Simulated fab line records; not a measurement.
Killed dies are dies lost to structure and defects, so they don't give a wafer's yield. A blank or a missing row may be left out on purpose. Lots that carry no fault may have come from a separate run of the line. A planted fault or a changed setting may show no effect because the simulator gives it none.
2 desks, one fault	flow nandHarc	each desk holds nothing but its own numbers, with what lay behind them at the end

## THE DEFECT DESK
Inspection counts along the route, by lot: the mean over sampled wafers that carry a number. Any lot whose mean is over 4 standard deviations away from the usual mean is out of limits and marked OUT; that distance is given in the brackets.
Columns: A = rawDefectCount at NHARC_A_SIN_REMOVE_INSPECT_04, usual 391
lot	first seen here	A
L351	day 20 01:40	371
L360	day 24 00:19	400
L361	day 24 20:41	471
L362	day 24 23:02	440
L364	day 25 07:17	332
L363	day 25 11:13	474
L367	day 27 03:02	367
L369	day 27 15:10	320
L371	day 28 02:31	419
L370	day 28 02:34	280
L373	day 28 23:20	351
L372	day 28 23:21	478
Result from this desk: across the 12 lots, nothing is out of limits.

## TOOL OWNER'S DESK, rieMetal-02
The tool's own readings at NHARC_A_WL_FILL_ETCHBACK_17 (etches the open film in Cl2/BCl3, target depth 4 nm, time 26.7 s): means of the sampled wafers that have a number, for each lot that ran on this tool. Any lot whose mean is over 4 standard deviations away from the usual mean is out of limits and marked OUT; that distance is given in the brackets.
Columns: A = drypumpMotorCurrentA at NHARC_A_WL_FILL_ETCHBACK_17, usual 5.8 A; B = oesProductAu at NHARC_A_WL_FILL_ETCHBACK_17, usual 1.004 a.u.; C = runLengthS at NHARC_A_WL_FILL_ETCHBACK_17, usual 48.2 s
lot	first seen here	A	B	C
L360	day 24 12:22	6.2	0.996	45.8 (-6.2) OUT
L362	day 25 09:57	6.0	1.003	47.2
L361	day 25 11:24	6.0	1.015	47.0
L369	day 28 02:46	6.0	1.001	48.2
L371	day 28 14:30	5.9	1.006	47.7
L372	day 29 12:23	5.8	0.999	47.7
This desk finds L360 out of limits, L360 being first, at day 24 12:22 (runLengthS at NHARC_A_WL_FILL_ETCHBACK_17). In limits: L362, L361, L369, L371, L372.

## ALL TOGETHER
The tool owner's desk could have raised an alarm at day 24 12:22, on L360.
Nothing the defect desk looked at was out of limits.
The defect desk has L360 on record, within its limits.
On rieMetal-02, each named lot ran NHARC_A_WL_FILL_ETCHBACK_17.

## WHAT THE SIMULATOR PUT IN
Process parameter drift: rieMetal-02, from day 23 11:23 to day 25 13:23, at NHARC_A_WL_FILL_ETCHBACK_17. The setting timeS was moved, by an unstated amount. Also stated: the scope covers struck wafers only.
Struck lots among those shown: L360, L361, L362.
How many hours passed from the start of the fault until each desk's first out-of-limits reading: the tool owner's desk, 25.
